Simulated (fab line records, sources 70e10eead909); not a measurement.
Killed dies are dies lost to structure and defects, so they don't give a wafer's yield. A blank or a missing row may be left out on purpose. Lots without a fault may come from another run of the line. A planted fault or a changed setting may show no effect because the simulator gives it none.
fab line records | flow nand_harc
record lots=11 wafers=33 last_day=25
route steps=1159 shown A_SGD_CUT@772 A_SLIT@793 END@1159
lots that met no fault: from a run of the same line without faults
start_h: hours from the record's first day to the start of the lot's first wafer shown | wait_h: hours since the lot's step before | " the same as in the row above | L1.1+2: a row that stands for several wafers | - no value, or no start given | * or withheld: withheld | < > ~ a bound
route shown NAME@n: a module of which the file shows steps, and the number in the route of the first | usual: mean/standard deviation of fault-free wafers | same: alike in all rows | chamber/n: place in a boat | sites: the reading at each site | _std_site: their standard deviation | _edge_site: outer sites' mean less inner sites' | radius_mm: how far each site lies from the wafer's centre | mask NAME#n: copy n | behind: the tool/chamber that last shaped the wafer | hold: why the lot was held/for how many hours/how that ended | device: the transistor (n, p or np) that didn't switch | end of line: the same wafers' tests at the end of the route | a step without rows: its recipe alone | killed: dies lost to structure and defects at the first sort, not the wafer's yield | map: a wafer's dies, x killed, . not, _ none there
set.NAME: the setting as run; set.NAME@STEP: as run at that earlier step | model.NAME: the simulator's own value behind a step, which no gauge read
steps of the route over a sample of lots; a table a step, a row a wafer
services: from which hour (start_h, from the record's first day; less than 0 if before it) a tool's chamber was out of use, for how many hours, and why
## steps
# step NHARC_A_SGD_CUT_CMP_21
# recipe target_thk_nm=148.19
# usual motor_current_A=12.4/1.4 retaining_ring_pressure_frac=0.999/0.0054 time_to_endpoint_s=52/4.1
# columns lot.wafer tool chamber start_h wait_h motor_current_A retaining_ring_pressure_frac time_to_endpoint_s
L322.4 cmp-03 3 301.57 0.4 10.8 0.998 52
L322.2 " 0 " " 13.1 0.995 52
L322.3 " 1 " " 13.1 0.993 49
L324.1 cmp-02 1 329.25 0.4 11.3 0.992 51
L324.3 " 3 " " 12.3 1.001 54
L324.6 " 2 " " 12.5 0.992 53
L329.2 cmp-03 1 362.22 0.4 12.6 0.993 50
L329.5 " 1 " " 13.0 1.000 51
L329.6 " 2 " " 14.9 1.002 49
L331.3 cmp-03 1 375.87 0.4 13.1 0.992 52
L331.4 " 2 " " 14.3 1.001 50
L331.5 " 2 " " 15.3 1.002 50
L332.1 cmp-04 3 375.92 0.4 14.4 1.004 55
L332.5 " 1 " " 11.9 1.004 48
L332.6 " 2 " " 12.8 1.005 55
L333.3 cmp-04 3 380.59 0.4 13.8 1.002 59
L333.4 " 0 " " 11.5 1.000 63
L333.2 " 2 " " 12.5 1.001 56
L343.4 cmp-03 2 435.58 0.4 14.8 1.017 48
L343.2 " 0 " " 12.9 0.999 54
L343.6 " 3 " " 10.6 0.991 51
L344.1 cmp-02 2 435.59 0.4 13.3 1.006 45
L344.3 " 0 " " 9.5 1.000 53
L344.5 " 2 " " 11.9 0.997 46
L342.3 cmp-04 2 435.61 0.4 12.8 1.000 52
L342.1 " 3 " " 14.1 0.998 56
L342.5 " 2 " " 12.7 0.995 51
L345.2 cmp-04 2 435.73 0.5 13.2 0.997 57
L345.3 " 3 " " 13.5 0.998 55
L345.4 " 1 " " 12.1 0.994 50
L341.4 cmp-03 2 435.78 0.6 15.5 0.997 53
L341.2 " 3 " " 10.1 0.999 55
L341.5 " 0 " " 12.4 1.000 54
# step NHARC_A_SLIT_DESCUM_14
# recipe time_s=3 o2_flow_sccm=200 ar_flow_sccm=0 bias_power_w=0 chemistry=O2
# usual drypump_motor_current_A=5.6/0.53 oes_product_au=0.998/0.011 rf_vpp_V=57.8/0.93 showerhead_plenum_p_Torr=1.93/0.11 throttle_valve_pct=11.311/0.009
# columns lot.wafer tool chamber start_h wait_h drypump_motor_current_A oes_product_au rf_hours_counter_h rf_vpp_V showerhead_plenum_p_Torr throttle_valve_pct
L322.3 rie_diel-12 3 308.05 0.1 6.0 0.990 9 57.6 1.78 11.314
L322.2 " 0 " " 6.4 0.993 9 60.0 2.06 11.306
L322.4 " 1 " " 6.2 0.999 9 57.8 1.99 11.315
L324.3 rie_diel-10 1 333.46 0.1 5.4 1.002 10 57.9 1.96 11.320
L324.1 " 3 " " 6.0 0.982 10 57.1 1.90 11.305
L324.6 " 2 " " 4.9 0.991 - 56.4 1.78 11.321
L329.2 rie_diel-12 3 371.24 0.1 6.0 1.005 13 57.6 1.78 11.313
L329.6 " 0 " " 6.4 0.987 - 58.1 2.06 11.309
L329.5 " 3 " " 5.9 1.005 - 57.5 1.78 11.313
L332.1 rie_diel-10 1 382.35 0.1 5.4 0.990 1 57.4 1.96 11.313
L332.5 " 2 " " 4.9 0.979 - 58.5 1.78 11.304
L332.6 " 3 " " 6.0 0.991 - 56.8 1.89 11.285
L331.3 rie_diel-08 0 382.81 0.1 4.8 1.010 4 58.1 2.03 11.320
L331.4 " 1 " " 5.6 0.998 4 58.0 1.97 11.298
L331.5 " 0 " " 4.8 1.013 - 58.7 2.03 11.308
L333.3 rie_diel-10 1 387.60 0.1 5.4 0.995 1 60.1 1.96 11.306
L333.4 " 3 " " 6.0 0.994 1 58.7 1.89 11.309
L333.2 " 0 " " 5.3 1.003 1 56.6 1.79 11.318
L342.1 rie_diel-10 3 441.35 0.1 6.0 0.985 7 59.2 1.89 11.321
L342.3 " 1 " " 5.5 0.985 7 58.3 1.95 11.305
L342.5 " 3 " " 6.0 0.987 - 57.1 1.89 11.295
L343.2 rie_diel-08 1 441.50 0.1 5.7 0.998 7 58.7 1.97 11.305
L343.4 " 3 " " 5.3 1.005 9 59.0 2.04 11.317
L343.6 " 1 " " 5.7 1.009 - 58.1 1.97 11.311
L344.3 rie_diel-10 2 442.50 0.1 4.9 0.981 8 55.7 1.77 11.317
L344.1 " 3 " " 6.0 0.989 7 57.9 1.89 11.299
L344.5 " 2 " " 4.9 0.986 - 56.9 1.77 11.313
L341.2 rie_diel-08 2 443.33 0.1 6.4 1.007 10 57.8 1.98 11.311
L341.4 " 3 " " 5.3 1.004 9 57.6 2.04 11.284
L341.5 " 2 " " 6.4 1.013 - 57.4 1.98 11.301
L345.4 rie_diel-10 1 443.48 0.1 5.4 0.999 8 58.6 1.95 11.305
L345.3 " 2 " " 4.9 0.984 8 57.4 1.78 11.308
L345.2 " 0 " " 5.3 1.000 8 58.0 1.78 11.301
# step NHARC_A_SLIT_ETCH_17
# recipe bias_v=900 source_w=withheld pressure_mtorr=20 ar_flow_sccm=375 c4f8_flow_sccm=83.3 o2_flow_sccm=41.7 time_s=1687.5 target_depth_a=1.01e+05 chemistry=C4F8/O2/Ar
# usual c4f8_flow_sccm=83.26/0.26 chamber_pressure_mTorr=20.001/0.018 drypump_motor_current_A=5.62/0.26 he_backside_leak_sccm=6.2/0.81 showerhead_plenum_p_Torr=3.77/0.099 throttle_valve_pct=32.046/0.0094
# columns lot.wafer tool chamber start_h wait_h c4f8_flow_sccm chamber_pressure_mTorr drypump_motor_current_A he_backside_leak_sccm rf_hours_counter_h showerhead_plenum_p_Torr throttle_valve_pct
L322.2 har_etch-02 1 312.93 - 82.83 20.003 5.84 6.3 160 3.85 32.039
L322.4 " 1 " " 82.96 19.979 5.84 6.3 - 3.85 32.038
L322.3 " 0 " " 83.06 20.011 5.60 6.6 - 3.85 32.045
L324.1 har_etch-01 0 334.24 - 82.77 20.008 5.09 5.4 4 3.57 32.026
L324.3 " 0 " " 82.54 20.010 5.09 5.2 - 3.57 32.045
L324.6 " 1 " " 83.50 19.989 5.59 5.0 - 3.79 32.052
L329.2 har_etch-02 1 373.27 - 83.93 20.030 5.85 6.5 190 3.83 32.048
L329.6 " 1 " " 83.19 19.994 5.87 6.5 - 3.83 32.042
L329.5 " 0 " " 83.15 20.010 5.64 6.7 - 3.83 32.028
L332.1 har_etch-02 0 383.09 - - - - - - - -
L332.5 " 0 " " - - - - - - -
L332.6 " 1 " " - - - - - - -
L331.3 har_etch-01 0 384.07 - - - - - - - -
L331.4 " 1 " " - - - - - - -
L331.5 " 0 " " - - - - - - -
L333.2 har_etch-02 0 388.37 - - - - - - - -
L333.4 " 0 " " - - - - - - -
L333.3 " 1 " " - - - - - - -
L342.1 har_etch-02 0 445.18 - 83.08 19.981 5.61 6.8 216 3.82 32.033
L342.3 " 0 " " 83.29 20.012 5.60 6.8 - 3.82 32.035
L342.5 " 0 " " 83.33 20.005 5.59 7.1 - 3.82 32.046
L343.2 har_etch-02 1 446.59 - 83.41 20.028 5.85 6.6 217 3.82 32.041
L343.4 " 1 " " 83.58 19.999 5.88 6.4 - 3.82 32.054
L343.6 " 0 " " 83.39 20.007 5.62 6.8 - 3.82 32.037
L344.1 har_etch-02 0 448.52 - 83.52 19.989 5.60 6.8 219 3.82 32.053
L344.3 " 0 " " 83.55 19.977 5.60 6.8 - 3.82 32.057
L344.5 " 1 " " 83.49 19.997 5.86 6.7 - 3.82 32.038
L341.2 har_etch-01 1 449.02 - 83.53 20.030 5.61 4.7 54 3.76 32.049
L341.4 " 0 " " 82.97 20.019 5.10 5.9 - 3.54 32.054
L341.5 " 1 " " 83.28 19.955 5.57 4.7 - 3.76 32.037
L345.2 har_etch-02 1 449.94 - 83.37 19.965 5.88 6.6 220 3.81 32.040
L345.3 " 1 " " 83.33 20.017 5.89 6.8 - 3.82 32.051
L345.4 " 0 " " 83.17 20.010 5.62 6.5 - 3.81 32.061
# step NHARC_A_SLIT_ETCH_26
# recipe bias_v=400 source_w=2000 pressure_mtorr=25 time_s=90 ar_flow_sccm=375 c4f8_flow_sccm=41.7 o2_flow_sccm=83.3 target_depth_a=4000 chemistry=C4F8/O2/Ar
# usual bias_v=400/4.1 c4f8_flow_sccm=41.71/0.12 drypump_motor_current_A=5.62/0.27 he_backside_leak_sccm=6.2/0.78 rf_fwd_power_W=1991/6.5 showerhead_plenum_p_Torr=3.81/0.1 throttle_valve_pct=27.619/0.0086
# columns lot.wafer tool chamber start_h wait_h bias_v c4f8_flow_sccm drypump_motor_current_A he_backside_leak_sccm rf_fwd_power_W rf_hours_counter_h showerhead_plenum_p_Torr throttle_valve_pct
L322.2 har_etch-02 1 314.39 1.2 406 41.72 5.86 6.3 1992 161 3.89 27.603
L322.4 " 1 " " 405 41.50 5.88 6.5 1991 - 3.89 27.614
L322.3 " 0 " " 406 41.72 5.60 6.9 1991 - 3.89 27.607
L324.1 har_etch-01 0 335.70 1.2 407 41.82 5.07 5.9 1986 5 3.60 27.623
L324.3 " 0 " " 405 41.79 5.06 5.4 1981 - 3.60 27.616
L324.6 " 1 " " 397 41.61 5.60 4.6 1980 - 3.83 27.622
L329.2 har_etch-02 1 374.75 1.2 404 41.60 5.90 6.8 1992 191 3.87 27.621
L329.6 " 1 " " 401 41.80 5.91 6.8 1990 - 3.87 27.613
L329.5 " 0 " " 404 41.71 5.61 6.4 1986 - 3.87 27.616
L332.1 har_etch-02 0 384.56 1.2 391 41.61 5.65 6.3 1998 196 3.87 27.619
L332.5 " 0 " " 400 41.60 5.62 6.7 2006 - 3.87 27.618
L332.6 " 1 " " 397 41.96 5.92 6.3 1986 - 3.87 27.628
L331.3 har_etch-01 0 385.12 0.8 400 41.53 5.07 6.0 1990 - 3.59 27.608
L331.4 " 1 " " 397 41.91 5.58 4.7 1979 - 3.81 27.619
L331.5 " 0 " " 399 41.62 5.10 6.5 1994 - 3.59 27.610
L333.2 har_etch-02 0 389.87 1.2 404 41.94 5.62 6.6 1994 198 3.86 27.620
L333.4 " 0 " " 399 41.87 5.60 6.9 2002 - 3.86 27.624
L333.3 " 1 " " 395 41.71 5.84 6.3 1987 - 3.86 27.619
L342.1 har_etch-02 0 446.44 1.0 399 41.79 5.63 6.8 2000 217 3.85 27.620
L342.3 " 0 " " 396 41.39 5.65 7.0 1996 - 3.85 27.628
L342.5 " 0 " " 391 41.59 5.58 6.7 1995 - 3.85 27.616
L343.2 har_etch-02 1 448.08 1.2 407 41.59 5.91 6.7 1994 219 3.85 27.618
L343.4 " 1 " " 404 41.68 5.88 6.6 1984 - 3.85 27.608
L343.6 " 0 " " 403 41.91 5.57 6.9 1990 - 3.85 27.626
L344.1 har_etch-02 0 449.79 1.0 407 41.67 5.65 7.0 1986 220 3.85 27.621
L344.3 " 0 " " 400 41.75 5.67 7.2 1993 - 3.85 27.624
L344.5 " 1 " " 398 41.67 5.88 6.7 2002 - 3.85 27.621
L341.2 har_etch-01 1 450.52 1.3 393 41.81 5.61 5.1 1987 55 3.80 27.607
L341.4 " 0 " " 398 41.65 5.09 6.0 1983 - 3.57 27.623
L341.5 " 1 " " 397 41.69 5.61 5.2 1993 - 3.80 27.631
L345.2 har_etch-02 1 451.45 1.3 397 41.57 5.87 6.6 1990 222 3.85 27.602
L345.3 " 1 " " 402 41.54 5.91 6.4 1988 - 3.85 27.624
L345.4 " 0 " " 399 41.84 5.61 6.6 1986 - 3.85 27.607
# step NHARC_END_SORT_01
# recipe temp_c=25
# usual killed_at_array=28/11 killed_at_other=0.7/0.88 killed_at_periphery=3.1/2.2 killed_dies=31/12 killed_open=3.3/2 killed_short=2.0/1.6
# same gross_dies=677
# columns lot.wafer tool chamber start_h wait_h hold killed_at_array killed_at_other killed_at_periphery killed_dies killed_open killed_short
L331.3 prober-02 0 500.25 3.1 await_dispo/2.1h/scrap 674 1 2 677 2 6
L331.4 prober-02 0 501.05 3.4 await_dispo/2.1h/scrap 674 2 1 677 2 6
L331.5 prober-02 0 501.85 3.7 await_dispo/2.1h/scrap 676 1 0 677 1 0
L333.2 prober-01 0 502.72 2.8 await_dispo/3.1h/scrap 674 0 3 677 3 3
L333.3 prober-01 0 503.52 3.1 await_dispo/3.1h/scrap 672 1 4 677 1 2
L333.4 prober-01 0 504.32 3.4 await_dispo/3.1h/scrap 672 1 4 677 5 3
L332.1 prober-02 0 506.44 2.5 await_dispo/9.0h/scrap 674 1 2 677 5 1
L332.5 prober-02 0 509.70 3.8 await_dispo/9.0h/scrap 675 1 1 677 1 1
L332.6 prober-02 0 510.52 4.1 await_dispo/9.0h/scrap 675 0 2 677 3 0
L342.1 prober-02 0 577.82 2.5 - 44 1 3 48 2 1
L342.3 prober-02 0 579.42 3.1 - 41 0 7 48 7 0
L342.5 prober-02 0 581.02 3.7 - 54 0 5 59 1 1
L344.1 prober-01 0 577.98 2.5 - 34 0 7 41 3 3
L344.3 prober-01 0 579.57 3.1 - 38 0 10 48 6 1
L344.5 prober-01 0 581.17 3.7 - 37 0 6 43 6 2
L343.2 prober-02 0 586.37 2.8 - 43 0 9 52 2 1
L343.4 prober-02 0 587.97 3.4 - 42 0 7 49 8 2
L343.6 prober-02 0 589.56 4.0 - 39 0 3 42 8 1
L341.2 prober-01 0 586.52 2.8 - 24 0 2 26 1 4
L341.4 prober-01 0 588.14 3.4 - 30 0 1 31 5 1
L341.5 prober-01 0 588.96 3.7 - 30 0 6 36 9 0
L345.2 prober-02 0 594.16 2.8 - 32 0 2 34 1 1
L345.3 prober-02 0 594.96 3.1 - 36 1 1 38 2 2
L345.4 prober-02 0 595.76 3.4 - 30 0 2 32 1 1
# killed by level:class
L331.3 A_SLIT:area_etch=654 A_STAIRCASE:chamber_film_flake=5 A_ZERO_WELL:chamber_film_flake=3 A_CHANNEL_HOLE_D1:chamber_film_flake=3 P_GATE:geometric_particle:short=1 P_M0:geometric_particle:open=1 A_SOURCE_PLATE:geometric_particle:short=1 A_SGD_CUT:geometric_particle:short=1
L331.4 A_SLIT:area_etch=660 A_ZERO_WELL:chamber_film_flake=3 A_CHANNEL_HOLE_D1:chamber_film_flake=3 A_CHANNEL_FILL_D1:geometric_particle:short=2 A_ONON_D1:geometric_particle:short=1 A_WL_FILL:geometric_particle:short=1 A_WL_FILL:geometric_particle:open=1 A_M0:geometric_particle:open=1
L331.5 A_SLIT:area_etch=662 A_STAIRCASE:chamber_film_flake=5 A_ZERO_WELL:chamber_film_flake=4 A_CHANNEL_FILL_D1:chamber_film_flake=2 A_CHANNEL_FILL_D1:geometric_particle:open=1 A_CHANNEL_HOLE_D1:chamber_film_flake=1 A_CONTACT:chamber_film_flake=1 THIN_TSV:chamber_film_flake=1
L333.2 A_SLIT:area_etch=647 A_SLIT:chamber_film_flake=12 A_WL_FILL:chamber_film_flake=4 A_CHANNEL_HOLE_D1:chamber_film_flake=3 A_STAIRCASE:chamber_film_flake=3 P_STI:geometric_particle:short=1 P_CONTACT:geometric_particle:open=1 A_CHANNEL_FILL_D1:geometric_particle:short=1
L333.3 A_SLIT:area_etch=647 A_SLIT:chamber_film_flake=9 P_ZERO_WELL:chamber_film_flake=4 A_STAIRCASE:chamber_film_flake=4 A_CHANNEL_HOLE_D1:chamber_film_flake=4 A_CONTACT:chamber_film_flake=4 A_CHANNEL_FILL_D1:geometric_particle:open=1 A_CHANNEL_FILL_D1:geometric_particle:short=1
L333.4 A_SLIT:area_etch=649 A_SLIT:chamber_film_flake=7 A_STAIRCASE:chamber_film_flake=5 P_ZERO_WELL:chamber_film_flake=2 A_CHANNEL_FILL_D1:chamber_film_flake=2 A_CONTACT:chamber_film_flake=2 P_CONTACT:geometric_particle:open=1 P_M2:geometric_particle:short=1
L332.1 A_SLIT:area_etch=630 A_CHANNEL_HOLE_D1:chamber_film_flake=16 A_SLIT:chamber_film_flake=13 A_CONTACT:chamber_film_flake=4 A_WL_FILL:geometric_particle:open=3 A_STAIRCASE:chamber_film_flake=2 A_M1:chamber_film_flake=2 A_WL_FILL:chamber_film_flake=2
L332.5 A_SLIT:area_etch=642 A_CHANNEL_HOLE_D1:chamber_film_flake=13 A_SLIT:chamber_film_flake=8 A_STAIRCASE:chamber_film_flake=5 A_CHANNEL_FILL_D1:chamber_film_flake=2 A_WL_FILL:chamber_film_flake=2 A_BLC:geometric_particle:short=1 A_BONDPAD:geometric_particle:open=1
L332.6 A_SLIT:area_etch=635 A_SLIT:chamber_film_flake=15 A_CHANNEL_HOLE_D1:chamber_film_flake=14 A_STAIRCASE:chamber_film_flake=5 A_CONTACT:chamber_film_flake=2 A_M1:chamber_film_flake=2 P_M0:geometric_particle:open=1 A_SOURCE_PLATE:geometric_particle:open=1
L342.1 A_CHANNEL_HOLE_D1:chamber_film_flake=18 A_SLIT:chamber_film_flake=12 A_CONTACT:chamber_film_flake=5 A_STAIRCASE:chamber_film_flake=3 P_ZERO_WELL:chamber_film_flake=2 A_ZERO_WELL:chamber_film_flake=2 A_WL_FILL:geometric_particle:short=1 A_CONTACT:geometric_particle:open=1
L344.1 A_SLIT:chamber_film_flake=12 A_CHANNEL_HOLE_D1:chamber_film_flake=9 A_CONTACT:chamber_film_flake=7 P_STI:chamber_film_flake=4 A_STAIRCASE:chamber_film_flake=3 P_GATE:geometric_particle:open=2 A_SGD_CUT:geometric_particle:short=2 P_M0:geometric_particle:open=1
L342.3 A_CHANNEL_HOLE_D1:chamber_film_flake=17 A_SLIT:chamber_film_flake=9 P_ZERO_WELL:chamber_film_flake=5 A_STAIRCASE:chamber_film_flake=4 A_CONTACT:chamber_film_flake=3 A_CONTACT:geometric_particle:open=2 A_M0:geometric_particle:open=2 A_ZERO_WELL:chamber_film_flake=2
L344.3 A_SLIT:chamber_film_flake=14 A_CHANNEL_HOLE_D1:chamber_film_flake=8 A_CONTACT:chamber_film_flake=7 P_STI:chamber_film_flake=4 P_GATE:chamber_film_flake=4 A_WL_FILL:geometric_particle:open=2 A_STAIRCASE:chamber_film_flake=2 P_M1:geometric_particle:open=1
L342.5 A_CHANNEL_HOLE_D1:chamber_film_flake=19 A_SLIT:chamber_film_flake=18 A_CONTACT:chamber_film_flake=7 A_STAIRCASE:chamber_film_flake=5 P_ZERO_WELL:chamber_film_flake=3 A_ZERO_WELL:chamber_film_flake=3 A_CONTACT:geometric_particle:open=1 A_M1:geometric_particle:short=1
L344.5 A_SLIT:chamber_film_flake=14 A_CHANNEL_HOLE_D1:chamber_film_flake=9 A_CONTACT:chamber_film_flake=6 P_M0:geometric_particle:open=2 P_STI:chamber_film_flake=2 A_STAIRCASE:chamber_film_flake=2 P_CONTACT:geometric_particle:open=1 P_CONTACT:geometric_particle:short=1
L343.2 A_CHANNEL_HOLE_D1:chamber_film_flake=18 A_SLIT:chamber_film_flake=14 A_STAIRCASE:chamber_film_flake=9 P_STI:chamber_film_flake=7 P_CONTACT:geometric_particle:open=1 A_CONTACT:geometric_particle:open=1 A_BLC:geometric_particle:short=1 P_GATE:chamber_film_flake=1
L341.2 A_CHANNEL_HOLE_D1:chamber_film_flake=15 A_CHANNEL_FILL_D1:geometric_particle:short=2 A_STAIRCASE:chamber_film_flake=2 A_CONTACT:chamber_film_flake=2 P_M0:geometric_particle:short=1 P_M1:geometric_particle:short=1 A_CONTACT:geometric_particle:open=1 A_CHANNEL_FILL_D1:chamber_film_flake=1
L343.4 A_CHANNEL_HOLE_D1:chamber_film_flake=21 A_SLIT:chamber_film_flake=8 A_CONTACT:geometric_particle:open=3 P_STI:chamber_film_flake=3 A_CONTACT:chamber_film_flake=3 P_GATE:geometric_particle:open=2 A_CHANNEL_FILL_D1:geometric_particle:open=2 A_STAIRCASE:chamber_film_flake=2
L341.4 A_CHANNEL_HOLE_D1:chamber_film_flake=17 A_CONTACT:chamber_film_flake=4 A_STAIRCASE:chamber_film_flake=2 A_CHANNEL_FILL_D1:geometric_particle:open=1 A_SGD_CUT:geometric_particle:open=1 A_WL_FILL:geometric_particle:short=1 A_CONTACT:geometric_particle:open=1 A_BLC:geometric_particle:open=1
L341.5 A_CHANNEL_HOLE_D1:chamber_film_flake=15 A_CONTACT:chamber_film_flake=5 A_WL_FILL:chamber_film_flake=4 A_CONTACT:geometric_particle:open=3 P_CONTACT:geometric_particle:open=2 A_M0:geometric_particle:open=2 P_CONTACT:chamber_film_flake=2 P_M0:geometric_particle:open=1
L343.6 A_CHANNEL_HOLE_D1:chamber_film_flake=16 A_SLIT:chamber_film_flake=12 A_STAIRCASE:chamber_film_flake=5 A_CHANNEL_FILL_D1:geometric_particle:open=2 A_WL_FILL:geometric_particle:open=2 P_STI:geometric_particle:open=1 P_GATE:geometric_particle:open=1 P_CONTACT:geometric_particle:open=1
L345.2 A_SLIT:chamber_film_flake=13 A_CHANNEL_HOLE_D1:chamber_film_flake=8 A_M0:chamber_film_flake=4 A_CONTACT:chamber_film_flake=3 P_BONDPAD:chamber_film_flake=2 A_CHANNEL_FILL_D1:geometric_particle:open=1 A_WL_FILL:geometric_particle:short=1 A_SGD_CUT:chamber_film_flake=1
L345.3 A_SLIT:chamber_film_flake=20 A_CONTACT:chamber_film_flake=7 A_CONTACT:geometric_particle:open=2 A_M0:chamber_film_flake=2 A_CHANNEL_FILL_D1:geometric_particle:short=1 A_SGD_CUT:geometric_particle:short=1 P_BONDPAD:chamber_film_flake=1 A_CHANNEL_HOLE_D1:chamber_film_flake=1
L345.4 A_SLIT:chamber_film_flake=12 A_CONTACT:chamber_film_flake=4 A_M0:chamber_film_flake=4 A_CHANNEL_HOLE_D1:chamber_film_flake=3 A_WL_FILL:chamber_film_flake=3 A_STAIRCASE:chamber_film_flake=2 P_CONTACT:geometric_particle:open=1 A_CONTACT:geometric_particle:short=1
## services
# columns tool chamber start_h hours kind
cmp-04 - 300.10 0.7 repair
cmp-04 - 301.00 4.0 pm
rie_diel-08 - 301.87 9.0 pm
har_etch-01 - 308.40 17.0 pm
cmp-04 - 308.98 4.5 repair
cmp-04 - 319.29 9.8 repair
cmp-02 - 324.50 4.0 pm
cmp-03 - 346.13 5.1 repair
cmp-03 - 352.00 4.0 pm
rie_diel-10 - 353.50 9.0 pm
rie_diel-12 1 366.55 8.4 repair
cmp-02 - 367.49 2.8 repair
rie_diel-10 3 369.45 2.4 repair
rie_diel-12 - 379.40 9.0 pm
cmp-04 - 388.24 0.5 repair
rie_diel-08 1 390.13 22.3 repair
cmp-04 - 399.00 4.0 pm
cmp-03 - 411.00 0.9 repair
cmp-02 - 422.50 4.0 pm
rie_diel-12 - 424.68 1.2 repair
cmp-02 - 427.69 3.4 repair
cmp-02 - 442.35 6.8 repair
rie_diel-08 - 446.94 0.2 repair
cmp-03 - 450.00 4.0 pm
## key
first_sign step=NHARC_A_SLIT_ETCH_17 reading=tool_record direction=missing
effect step=NHARC_END_SORT_01 reading=killed_at_array direction=up sigmas=57 usual=28 struck=674
more_kills_born_at NHARC_A_SLIT_ETCH_17@har_etch-02=3850 NHARC_A_SLIT_ETCH_17@har_etch-01=1976
met_at NHARC_A_SLIT_ETCH_17
struck_lots L331,L332,L333
later_rows_left_out L331.3,L331.4,L331.5,L332.1,L332.5,L332.6,L333.2,L333.3,L333.4
tester_left_out L331,L332,L333
not_acting_at NHARC_A_SGD_CUT_CMP_21,NHARC_A_SLIT_DESCUM_14,NHARC_A_SLIT_ETCH_26
onset_between 373.27 383.09
fault kind=skipped_step_whole tool=har_etch-01,har_etch-02 chamber=- onset_h=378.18 steps=NHARC_A_SLIT_ETCH_17 scope=struck_lots_only
# tester_left_out: of these lots the tester's yield and bins aren't shown, on N5 and GAA mostly nor the transistor test; their killed dies are dies lost to structure and defects alone, not to doping, threshold or leakage, so they don't give the yield
# later_rows_left_out: the simulator's readings of these wafers behind a module that went badly wrong aren't trusted and aren't shown, but for the sort
